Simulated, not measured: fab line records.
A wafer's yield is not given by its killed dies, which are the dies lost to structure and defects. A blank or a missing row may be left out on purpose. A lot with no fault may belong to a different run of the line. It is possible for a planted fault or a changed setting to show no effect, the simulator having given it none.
8D (eight disciplines) problem report, filled in by code || flow n5_finfet || the parts of the form that need people (team, actions taken, sign-off) are left out

## 1. THE ISSUE
At N5_MOL_CONTACT_COAG_ALD_27, run_length_s averages 1802.6 s over 4 wafers from 2 lots, while fault-free wafers read 2769.8 s, standard deviation 0.61. That is -99 or more standard deviations from the usual mean.
The step: deposits SiOC, target thk 17 nm, pulse time 1.5 s, time 2720 s.
Seen first at day 8 23:07 on ald_sin-02, wafer L464.2. The record has a number at this step for 27 wafers belonging to 9 lots. By rule, "out" or "out of limits" means more than 4 standard deviations away from the usual mean. The rest of the wafers with a number are treated as sound.

## 2. WHAT IT IS, AND WHAT IT ISN'T
{"question": "which readings at this step", "is": "run_length_s", "is not": "heater_power_w, precursor_pulse_height_rel"}
{"question": "which lots", "is": "L464, L465", "is not": "L451, L454, L455, L456, L460, L468, L471"}
{"question": "which wafers of those lots", "is": "L464.2, L464.4, L465.2, L465.4", "is not": "L464.3, L465.1"}
{"question": "read on which tools", "is": "ald_sin-02", "is not": "ald_sin-03, ald_sin-04"}
{"question": "when", "is": "from day 8 23:07", "is not": "up to then (16 sound wafers); but 7 sound wafers of L465, L468, L471 came after"}

## 3. SUSPECTS, AND WHAT RULES EACH OUT
Counting: a tool at a process step up to the reading stays a suspect if it ran every lot that is out. Sound lots after the first of them don't rule it out here, since some wafers of a struck lot are sound.
- rie_diel-02 at N5_MOL_CONTACT_COAG_ETCH_105 (etches SiARC in CF4, target depth 15.6 nm, time 26 s): kept. It processed each lot that is out (first: L464, day 8 15:02); up to then, its last sound lot is L455 (day 6 09:19).
- ald_sin-02 at N5_MOL_CONTACT_COAG_ALD_27 (deposits SiOC, target thk 17 nm, pulse time 1.5 s, time 2720 s): kept. It processed each lot that is out (first: L464, day 8 23:07); up to then, its last sound lot is L460 (day 7 23:30). Its own run_length_s readings are out on those wafers.
- Within ald_sin-02 at N5_MOL_CONTACT_COAG_ALD_27: the wafers that are out ran in chambers 0, 1; their sound lot-mates ran in chamber 2.
After counting, rie_diel-02 at N5_MOL_CONTACT_COAG_ETCH_105 and ald_sin-02 at N5_MOL_CONTACT_COAG_ALD_27 remain.

## 4. THE CAUSE (what the simulator had put in)
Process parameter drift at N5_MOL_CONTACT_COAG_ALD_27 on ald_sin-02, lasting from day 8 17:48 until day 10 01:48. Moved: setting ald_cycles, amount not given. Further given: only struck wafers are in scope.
2 suspects survive the count, and this tool is in that group.

## 5. THE EFFECT CHAIN, in route order
Each row: a reading where the mean over the struck wafers with a number is more than 3 standard deviations away from the usual. Scope: only readings with a usual standard deviation given in the record; hours: median across lots of the time from each lot's start at the first step in this table that gives one to its start at this step; sigmas: change in usual standard deviations.
{"hours": 0, "step": "N5_MOL_CONTACT_COAG_ALD_27", "reading": "run_length_s", "usual": "2769.8 s", "on struck wafers": 1802.6, "change": -967.2, "sigmas": "-99 or more"}
{"hours": 179, "step": "N5_PASSIVATION_PROBE_49", "reading": "sort_bin_8_speed", "usual": "0.00 %", "on struck wafers": 0.04, "change": "+0.04", "sigmas": "+4.0"}
Its process steps:
- N5_MOL_CONTACT_COAG_ALD_27: deposits SiOC, target thk 17 nm, pulse time 1.5 s, time 2720 s.
- N5_PASSIVATION_PROBE_49
Readings that are blank on the struck wafers while sound wafers have them: susceptor_temp_C at N5_MOL_CONTACT_COAG_ALD_27.
Later steps that measure or inspect, where all struck wafers having a row at the step show a number for every such reading and not one has moved that far: N5_MOL_CONTACT_COAG_THK_MEAS_29, N5_BEOL_M4_RC_MEAS_101.

## 6. HOW IT WOULD HAVE BEEN CAUGHT EARLIER
In this record the first reading out of limits was taken at day 8 23:07, 5 hours after the fault began at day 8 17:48.
